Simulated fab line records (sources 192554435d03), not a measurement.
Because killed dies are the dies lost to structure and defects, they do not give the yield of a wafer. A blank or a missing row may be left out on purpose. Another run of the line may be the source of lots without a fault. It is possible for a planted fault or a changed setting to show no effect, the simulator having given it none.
Comparing a struck lot with a sound one + flow n5 finfet + 14 out of 1938 route steps
Sound: these wafers, L609.1, L609.2. Wafers L610.1, L610.2, L610.6 were the ones struck. The cause comes at the end.
For every step that has rows: the tool of each side, followed by ch and its chambers, followed by its first start. Under that, the readings that differ: sound wafers + struck wafers + difference of the means + sigmas: that difference in standard deviations of wafers without a fault.
alike: a reading whose means differ by less than 2 such deviations, as well as words and numbers matching on both sides. not compared: withheld readings; readings where some wafer has no value; bounds like >300 that might hide an equal value; numbers whose values overlap and for which the record gives no deviation.
The two part at a step that has a row with sigmas, a row that says differs or no value, or rows on one side only. Numbers that have no deviation but don't overlap get no sigmas and don't part them. A reading that every wafer of one side lacks parts them only if that side has two wafers or more.

N5_BEOL_M13_STRIP_63: strips in N2/H2.
  sound on plasma asher-02 ch 0,1, day 14 09:32; struck on plasma asher-02 ch 0,1, day 14 19:41
| reading                      | sound     | struck         | difference | sigmas |
|------------------------------|-----------|----------------|------------|--------|
| strip time to endpoint s (s) | 28.5 30.0 | 26.0 27.7 24.3 | -3.2       | -2     |
  alike: drypump motor current A, heater power w, oes product au
  not compared: rf hours counter h
N5_BEOL_M13_STRIP_64: strips in N2/H2.
  sound on plasma asher-02 ch 0,1, day 14 09:35; struck on plasma asher-02 ch 0,1, day 14 19:44
  alike: drypump motor current A, heater power w, oes product au, strip time to endpoint s
  not compared: rf hours counter h
then, 2 steps without rows for these wafers: N5_BEOL_M13_STRIP_71 (strips in post etch residue remover, time 60 s); N5_BEOL_M13_SRD_72 (time 30 s, dry time 30 s).
N5_BEOL_M13_CD_MEAS_17 targets a cd of 190 nm.
  struck on cd sem-02, day 14 19:53; sound on cd sem-01, day 14 09:44
  alike: cd nm
then, 7 steps without rows for these wafers: N5_BEOL_M13_COAT_65 (time 60 s, resist thk 350 nm); N5_BEOL_M13_COAT_66 (time 60 s, resist thk 110 nm); N5_BEOL_M13_COAT_22 (resist thk 300 nm); N5_BEOL_M13_EBR_24; N5_BEOL_M13_SOFTBAKE_23 (time 60 s); N5_BEOL_M13_EXPOSE_25 (exposes mask M13, target cd 210 nm); N5_BEOL_M13_PEB_26 (peb time 90 s).
N5_BEOL_M13_DEVELOP_27: develop time 45 s.
  sound on litho track-02 ch 0, day 14 09:58; struck on litho track-04, day 14 20:14
  no value came back on the struck wafers for chill plate temp C (C), develop time s (s); on the sound wafers chill plate temp C (C) reads 22.98 22.91
| reading                                    | sound   | struck          | difference | sigmas |
|--------------------------------------------|---------|-----------------|------------|--------|
| model.coat_of_BEOL_M13_COAT_22.thk nm (nm) | 288 289 | 300 300.8 300.4 | +12        |        |
then, 1 step without rows for these wafers: N5_BEOL_M13_HARDBAKE_32 (time 120 s).

WHERE THEY PART
First at N5_BEOL_M13_STRIP_63; last, within this record, at N5_BEOL_M13_DEVELOP_27.

WHY: whatever the simulator had introduced
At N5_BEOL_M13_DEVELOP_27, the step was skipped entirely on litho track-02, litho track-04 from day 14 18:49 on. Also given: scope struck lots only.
